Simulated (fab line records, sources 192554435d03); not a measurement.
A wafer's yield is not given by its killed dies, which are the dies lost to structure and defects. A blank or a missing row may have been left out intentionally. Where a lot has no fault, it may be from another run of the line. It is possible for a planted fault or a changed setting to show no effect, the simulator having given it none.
Split-lot experiment	flow n5-finfet	39 wafers read across 7 lots, on a route 1938 steps long

== SPLIT DETAILS ==
At N5_BEOL_M3_ETCH_64 (etches SOC in N2/H2, target depth 75 nm, overetch 15 nm, time 112.5 s), the setting time-s was moved away from the recipe's 112.5 s on 12 of the 39 wafers read, by -45.6% to +39.7%. This setting was run at the recipe's value on the other wafers.

The split's own step is where the reading is taken.

== THE READING ==
SiARC_of_BEOL_M3_COAT_62.thk-nm (the simulator's own value, which no gauge read), in nm, at N5_BEOL_M3_ETCH_64 (etches SOC in N2/H2, target depth 75 nm, overetch 15 nm, time 112.5 s). The file gives no usual value for it. Across the 27 wafers here that went through the recipe, the average is 6.8 nm and the standard deviation 0.15 nm.

wafer	tool, chamber at the split	time-s as run, s	against the recipe	SiARC_of_BEOL_M3_COAT_62.thk-nm, nm	against lot-mates on the recipe
L078.2	rie-diel-03, 1,2	112.5	recipe	6.8	-
L078.3	rie-diel-03, 1,2	112.5	recipe	6.8	-
L078.4	rie-diel-03, 3	112.5	recipe	7	-
L079.1	rie-diel-04, 3	112.5	recipe	6.8	-
L079.2	rie-diel-04, 0,3,0	112.5	recipe	6.6	-
L079.4	rie-diel-04, 0,3,0	112.5	recipe	6.6	-
L079.6	rie-diel-04, 0,3,0	112.5	recipe	6.6	-
L079.3	rie-diel-04, 2	112.5	recipe	7	-
L079.5	rie-diel-04, 2	112.5	recipe	7	-
L084.1	rie-diel-03, 3,0,3	81.58	-27.5%	8.4	+1.5
L084.3	rie-diel-03, 3,0,3	81.58	-27.5%	8.4	+1.5
L084.6	rie-diel-03, 3,0,3	81.58	-27.5%	8.4	+1.5
L084.2	rie-diel-03, 1	112.5	recipe	6.8	-
L084.4	rie-diel-03, 2,0	112.5	recipe	7	-
L084.5	rie-diel-03, 2,0	112.5	recipe	7	-
L092.1	rie-diel-06, 2,3	157.2	+39.7%	5	-1.8
L092.3	rie-diel-06, 2,3	157.2	+39.7%	5	-1.8
L092.2	rie-diel-06, 1	157.2	+39.7%	4.4	-2.4
L092.4	rie-diel-06, 0	112.5	recipe	7	-
L092.5	rie-diel-06, 0	112.5	recipe	6.8	-
L092.6	rie-diel-06, 1	112.5	recipe	6.6	-
L093.1	rie-diel-04, 1	61.15	-45.6%	9.2	+2.4
L093.5	rie-diel-04, 1	61.15	-45.6%	9.2	+2.4
L093.2	rie-diel-04, 2	61.15	-45.6%	9.4	+2.6
L093.3	rie-diel-04, 0	112.5	recipe	6.6	-
L093.4	rie-diel-04, 3	112.5	recipe	6.8	-
L093.6	rie-diel-04, 2	112.5	recipe	7	-
L094.1	rie-diel-03, 2,1,2,1	112.5	recipe	6.8	-
L094.3	rie-diel-03, 2,1,2,1	112.5	recipe	6.8	-
L094.5	rie-diel-03, 2,1,2,1	112.5	recipe	6.8	-
L094.6	rie-diel-03, 2,1,2,1	112.5	recipe	6.8	-
L094.2	rie-diel-03, 0,3	112.5	recipe	7	-
L094.4	rie-diel-03, 0,3	112.5	recipe	7	-
L095.1	rie-diel-04, 2	135.5	+20.4%	6	-0.7
L095.2	rie-diel-04, 0	112.5	recipe	6.6	-
L095.3	rie-diel-04, 1,0	135.5	+20.4%	5.6	-1.1
L095.6	rie-diel-04, 1,0	135.5	+20.4%	5.6	-1.1
L095.4	rie-diel-04, 3,1	112.5	recipe	6.8	-
L095.5	rie-diel-04, 3,1	112.5	recipe	6.8	-
The file does not say which wafer passed through which chamber wherever a row lists several chambers: such a row stands for several wafers.

THE FIT
A straight line over all 39 wafers: SiARC_of_BEOL_M3_COAT_62.thk-nm changes by -0.0532 nm for each +1% of time-s; r = -0.99; the points scatter about the line by 0.17 nm.
The same after taking each lot's own level away (the mean of its wafers on the recipe; 39 wafers): -0.0522 nm for each +1%; r = -0.99; scatter 0.16 nm.
According to that fit, moving time-s by its largest amount changes the reading by 2.4 nm.
Across the lots, their own levels run from 6.73 to 6.93 nm, a range of 1.4 times the standard deviation given above.
The two slopes agree, so the slope changes little with the lot-to-lot level.
Check: +2.4 nm against its lot-mates is what the line predicts for one of the wafers moved furthest among these (-45.6%) when that wafer is left out of the fit. It came out at +2.4 nm against them.

== OTHER SPLITS ON THESE WAFERS ==
Other splits were also applied to these wafers ahead of the reading. Each is held against what the fit with the lots' levels taken away leaves over:
other split on the same wafers	wafers away from the commonest value	r with SiARC_of_BEOL_M3_COAT_62.thk-nm (lot level and that fit taken away)
N5_BEOL_M2_TRENCH_ETCH_37 time-s	18	+0.09

== THE WHOLE CHAIN: every reading that the file lists as answering this split, in the file's order ==
step	what it does	reading	change (the file's fit)	r (the file's)
N5_BEOL_M3_ETCH_64	etches SOC in N2/H2, target depth 75 nm, overetch 15 nm, time 112.5 s	SiARC_of_BEOL_M3_COAT_62.thk-nm (the simulator's own value, which no gauge read)	-0.0523 nm for each +1% of the setting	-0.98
N5_BEOL_M3_HM_OPEN_17	chemistry Cl2/BCl3, target TiN, target depth 20 nm, overetch 6 nm	etch.depth-nm (the simulator's own value, which no gauge read)	not straight: 19.78 at the lowest setting, 19.91 at the recipe, 16.11 at the highest	not given

== THE FILE'S OWN FIT ==
SiARC_of_BEOL_M3_COAT_62.thk-nm changes by -0.0523 nm for each +1% of time-s, r = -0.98.
